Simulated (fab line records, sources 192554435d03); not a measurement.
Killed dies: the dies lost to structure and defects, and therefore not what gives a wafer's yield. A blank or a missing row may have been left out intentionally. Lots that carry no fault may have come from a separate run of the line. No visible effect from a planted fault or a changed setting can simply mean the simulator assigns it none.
Matching of chambers || flow n5_finfet || ald_sin-04 running N5_GATE_CUT_SAC_CAP_01: 4 sister chambers
The step material SiNx, target thk 24 nm, pulse time 1 s, ald cycles 480. 20 wafers are shown with their chamber, then 10 later ones without.

== EACH WAFER AND ITS CHAMBER ==
{"wafer": "L079.3", "chamber": 3, "heater_power_w (W)": 934, "precursor_pulse_height_rel": 1.041}
{"wafer": "L079.4", "chamber": 2, "heater_power_w (W)": 926, "precursor_pulse_height_rel": 1.016}
{"wafer": "L079.6", "chamber": 2, "heater_power_w (W)": 909, "precursor_pulse_height_rel": 1.038}
{"wafer": "L080.1", "chamber": 1, "heater_power_w (W)": 831, "precursor_pulse_height_rel": 1.013}
{"wafer": "L080.2", "chamber": 2, "heater_power_w (W)": 910, "precursor_pulse_height_rel": 0.981}
{"wafer": "L080.3", "chamber": 0, "heater_power_w (W)": 807, "precursor_pulse_height_rel": 0.986}
{"wafer": "L080.4", "chamber": 3, "heater_power_w (W)": 963, "precursor_pulse_height_rel": 0.956}
{"wafer": "L080.5", "chamber": 0, "heater_power_w (W)": 777, "precursor_pulse_height_rel": 1.024}
{"wafer": "L080.6", "chamber": 3, "heater_power_w (W)": 964, "precursor_pulse_height_rel": 1.018}
{"wafer": "L084.1", "chamber": 1, "heater_power_w (W)": 826, "precursor_pulse_height_rel": 0.999}
{"wafer": "L084.2", "chamber": 3, "heater_power_w (W)": 964, "precursor_pulse_height_rel": 1.017}
{"wafer": "L084.5", "chamber": 1, "heater_power_w (W)": 865, "precursor_pulse_height_rel": 0.978}
{"wafer": "L089.1", "chamber": 1, "heater_power_w (W)": 863, "precursor_pulse_height_rel": 1.012}
{"wafer": "L089.2", "chamber": 3, "heater_power_w (W)": 947, "precursor_pulse_height_rel": 1.002}
{"wafer": "L089.3", "chamber": 0, "heater_power_w (W)": 808, "precursor_pulse_height_rel": 1.045}
{"wafer": "L089.4", "chamber": 2, "heater_power_w (W)": 922, "precursor_pulse_height_rel": 1.036}
{"wafer": "L089.5", "chamber": 2, "heater_power_w (W)": 940, "precursor_pulse_height_rel": 0.995}
{"wafer": "L089.6", "chamber": 1, "heater_power_w (W)": 843, "precursor_pulse_height_rel": 1.015}
{"wafer": "L090.1", "chamber": 1, "heater_power_w (W)": 847, "precursor_pulse_height_rel": 0.998}
{"wafer": "L090.3", "chamber": 3, "heater_power_w (W)": 962, "precursor_pulse_height_rel": 0.990}

SIGNATURES, as means of the wafers listed above
{"reading": "heater_power_w", "chamber 0": 797.33, "chamber 1": 845.83, "chamber 2": 921.40, "chamber 3": 955.67, "scatter within a chamber": 14.4}
{"reading": "precursor_pulse_height_rel", "chamber 0": 1.01833, "chamber 1": 1.00250, "chamber 2": 1.01320, "chamber 3": 1.00400, "scatter within a chamber": 0.0244}
Rule: a wafer's distance from a chamber is the root of the sum, over the readings, of the square of ((its reading less the chamber's mean) divided by the reading's scatter). If the next closest chamber is less than 2 further off than the closest, the wafer can't be placed; otherwise it belongs to the closest. The scatter: take each reading less its chamber's mean, square it, sum over the shown wafers, divide by the number of wafers less the number of chambers, and take the root.

== WAFERS WITHOUT THEIR CHAMBER ==
{"wafer": "L090.6", "heater_power_w (W)": 781, "precursor_pulse_height_rel": 0.990}
{"wafer": "L092.2", "heater_power_w (W)": 800, "precursor_pulse_height_rel": 1.027}
{"wafer": "L092.4", "heater_power_w (W)": 977, "precursor_pulse_height_rel": 1.026}
{"wafer": "L092.5", "heater_power_w (W)": 927, "precursor_pulse_height_rel": 1.025}
{"wafer": "L093.1", "heater_power_w (W)": 931, "precursor_pulse_height_rel": 1.009}
{"wafer": "L093.4", "heater_power_w (W)": 854, "precursor_pulse_height_rel": 1.014}
{"wafer": "L093.6", "heater_power_w (W)": 842, "precursor_pulse_height_rel": 0.975}
{"wafer": "L095.3", "heater_power_w (W)": 942, "precursor_pulse_height_rel": 1.037}
{"wafer": "L095.5", "heater_power_w (W)": 851, "precursor_pulse_height_rel": 0.989}
{"wafer": "L095.6", "heater_power_w (W)": 969, "precursor_pulse_height_rel": 1.007}

== WHICH CHAMBER EACH WENT THROUGH ==
{"wafer": "L090.6", "from the rows above": 0, "in truth": 0}
{"wafer": "L092.2", "from the rows above": 0, "in truth": 0}
{"wafer": "L092.4", "from the rows above": 3, "in truth": 3}
{"wafer": "L092.5", "from the rows above": "can't be placed: 2 or 3", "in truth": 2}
{"wafer": "L093.1", "from the rows above": "can't be placed: 2 or 3", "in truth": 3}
{"wafer": "L093.4", "from the rows above": 1, "in truth": 1}
{"wafer": "L093.6", "from the rows above": 1, "in truth": 1}
{"wafer": "L095.3", "from the rows above": "can't be placed: 3 or 2", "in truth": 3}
{"wafer": "L095.5", "from the rows above": 1, "in truth": 1}
{"wafer": "L095.6", "from the rows above": 3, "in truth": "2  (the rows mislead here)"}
6 of 10 placed correctly. Not placeable from these rows: 3 (in 3, the candidates include the true chamber). 1 placed wrongly.
